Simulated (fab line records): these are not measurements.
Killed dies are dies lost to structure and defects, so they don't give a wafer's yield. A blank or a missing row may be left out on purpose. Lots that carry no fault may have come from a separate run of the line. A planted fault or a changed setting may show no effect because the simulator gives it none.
A struck lot beside a sound one :: flow n5-finfet :: 15 out of 1938 route steps
Sound: these wafers, L646.3, L646.5, L646.6. Struck: wafer L650.3. (L650.1 of the same lot was not struck and is left out.) The cause comes at the end.
Per side, at each step with rows, come the tool, then ch with its chambers, and then its first start. Under that, the readings that differ: sound wafers :: struck wafers :: difference of the means :: sigmas: that difference in standard deviations of wafers without a fault.
alike: a reading whose means differ by less than 2 such deviations, as well as words and numbers matching on both sides. not compared: withheld readings; readings where some wafer has no value; bounds like >300 that might hide an equal value; numbers whose values overlap and for which the record gives no deviation.
Wherever a step has rows on one side only, a row that says differs or no value, or a row with sigmas, the two part there. Numbers that have no deviation but don't overlap get no sigmas and don't part them. Lack of a reading on every wafer of one side parts them only where that side has two or more wafers.

first, 8 steps without rows for these wafers: N5_BEOL_M7_COAT_64 (time 60 s, resist thk 12 nm); N5_BEOL_M7_COAT_71 (time 60 s, resist thk 5 nm); N5_BEOL_M7_COAT_22 (resist thk 30 nm); N5_BEOL_M7_EBR_24; N5_BEOL_M7_SOFTBAKE_23 (time 60 s); N5_BEOL_M7_EXPOSE_25 (exposes mask V6, target cd 40 nm); N5_BEOL_M7_PEB_26 (peb time 60 s); N5_BEOL_M7_DEVELOP_27 (develop time 30 s).
N5_BEOL_M7_CD_MEAS_28: the cd target is 40 nm.
  sound on cd-sem-02 ch 0, day 12 13:56; struck on cd-sem-02 ch 0, day 13 18:40
  alike: cd-nm
N5_BEOL_M7_OVL_MEAS_29:
  sound on overlay-02 ch 0, day 12 13:58; struck on overlay-02 ch 0, day 13 18:42
  alike: V6_OVL
N5_BEOL_M7_INSPECT_30: inspects for defects (brightfield).
  sound: defect-inspect-02 at day 12 14:01; struck: defect-inspect-02 at day 13 18:45
reading: raw-defect-count
sound: 483 301 306
struck: 642
difference: +279
sigmas: +3
N5_BEOL_M7_DESCUM_33: chemistry O2, time 7 s.
  sound on rie-diel-04 ch 0,1,2, day 12 14:03; struck on rie-diel-06 ch 1, day 13 18:47
  alike: chamber-pressure-mTorr, drypump-motor-current-A, oes-product-au, rf-vpp-V, showerhead-plenum-p-Torr, throttle-valve-pct
  not compared: rf-hours-counter-h
N5_BEOL_M7_ETCH_72: etches underlayer in N2/H2, target depth 6.5 nm, time 5.2 s.
  sound on rie-diel-04 ch 0,1,2, day 12 14:05; struck on rie-diel-06 ch 1, day 13 18:49
reading: etch-rf-on-time-s (s)
sound: 5.15 5.16 5.14
struck: 6.64
difference: +1.49
sigmas: +17

reading: oes-product-au (a.u.)
sound: 0.68 0.74 0.81
struck: 0.52
difference: -0.22
sigmas: -3
  alike: chamber-pressure-mTorr, drypump-motor-current-A, rf-vpp-V, showerhead-plenum-p-Torr, throttle-valve-pct
  not compared: rf-hours-counter-h
N5_BEOL_M7_ETCH_65: etches SiARC in CF4, target depth 15.6 nm, time 26 s.
  sound on rie-diel-04 ch 0,1,2, day 12 14:06; struck on rie-diel-06 ch 1, day 13 18:50
reading: etch-rf-on-time-s (s)
sound: 25.4 25.5 25.7
struck: 26.4
difference: +0.9
sigmas: +2

reading: oes-product-au (a.u.)
sound: 0.69 0.76 0.82
struck: 0.60
difference: -0.16
sigmas: -2
  alike: cf4-flow-sccm, chamber-pressure-mTorr, drypump-motor-current-A, rf-vpp-V, showerhead-plenum-p-Torr, throttle-valve-pct
  not compared: rf-hours-counter-h
following that, these wafers have no rows for 1 step: N5_PASSIVATION_PROBE_49.

WHERE THEY PART
Earliest at N5_BEOL_M7_INSPECT_30; latest, in this record, at N5_BEOL_M7_ETCH_65.

WHY: what had been put in by the simulator
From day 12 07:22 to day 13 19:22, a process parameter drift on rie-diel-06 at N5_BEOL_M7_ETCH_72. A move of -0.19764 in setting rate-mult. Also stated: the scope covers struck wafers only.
